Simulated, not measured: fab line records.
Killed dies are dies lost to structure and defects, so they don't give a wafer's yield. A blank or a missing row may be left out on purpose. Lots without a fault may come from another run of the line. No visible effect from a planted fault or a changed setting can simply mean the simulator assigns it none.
Chamber matching :: flow nand-harc :: cmp-04 running NHARC_P_M1_CMP_23: 4 sister chambers
The step polishes, t overpolish 20 s, target thk 157.82 nm. 8 wafers are shown with their chamber, then 8 later ones without.

WAFERS, EACH WITH ITS CHAMBER
wafer: L900.2
chamber: 0
motor-current-A (A): 9.4
time-to-endpoint-s (s): 28

wafer: L900.6
chamber: 1
motor-current-A (A): 13.2
time-to-endpoint-s (s): 32

wafer: L903.1
chamber: 1
motor-current-A (A): 12.0
time-to-endpoint-s (s): 26

wafer: L904.5
chamber: 3
motor-current-A (A): 11.8
time-to-endpoint-s (s): 23

wafer: L907.3
chamber: 0
motor-current-A (A): 9.6
time-to-endpoint-s (s): 30

wafer: L907.4
chamber: 3
motor-current-A (A): 12.3
time-to-endpoint-s (s): 23

wafer: L907.5
chamber: 2
motor-current-A (A): 11.0
time-to-endpoint-s (s): 29

wafer: L915.3
chamber: 2
motor-current-A (A): 11.7
time-to-endpoint-s (s): 26

WAFERS MISSING THEIR CHAMBER
wafer: L915.4
motor-current-A (A): 8.9
time-to-endpoint-s (s): 27

wafer: L915.5
motor-current-A (A): 12.2
time-to-endpoint-s (s): 29

wafer: L917.4
motor-current-A (A): 11.7
time-to-endpoint-s (s): 23

wafer: L917.5
motor-current-A (A): 9.1
time-to-endpoint-s (s): 28

wafer: L917.6
motor-current-A (A): 12.3
time-to-endpoint-s (s): 29

wafer: L919.2
motor-current-A (A): 11.1
time-to-endpoint-s (s): 29

wafer: L919.4
motor-current-A (A): 12.3
time-to-endpoint-s (s): 33

wafer: L919.6
motor-current-A (A): 11.5
time-to-endpoint-s (s): 32

WHICH CHAMBER EACH ONE RAN IN
wafer: L915.4
from the rows above: 0
in truth: 0

wafer: L915.5
from the rows above: can't be placed: 1 or 2 or 3
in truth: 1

wafer: L917.4
from the rows above: can't be placed: 3 or 2
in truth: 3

wafer: L917.5
from the rows above: 0
in truth: 0

wafer: L917.6
from the rows above: can't be placed: 1 or 2 or 3
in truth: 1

wafer: L919.2
from the rows above: 2
in truth: 2

wafer: L919.4
from the rows above: can't be placed: 1 or 2
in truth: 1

wafer: L919.6
from the rows above: can't be placed: 2 or 1 or 3
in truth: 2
Correctly placed: 3 of 8. Unplaceable from these rows: 5, with the true chamber sitting among the candidates in 5. Number placed wrongly: 0.
How it was worked out, from the rows above alone: a wafer's distance from a chamber is the root of the sum, over the readings, of the square of ((its reading less the chamber's mean) divided by the reading's scatter). If the next closest chamber is less than 2 further off than the closest, the wafer can't be placed; otherwise it belongs to the closest. The mean given for a chamber averages the wafers shown for that chamber. The scatter is the square root of a quotient: the sum, over the shown wafers, of each reading's squared deviation from its chamber's mean, divided by wafers minus chambers.
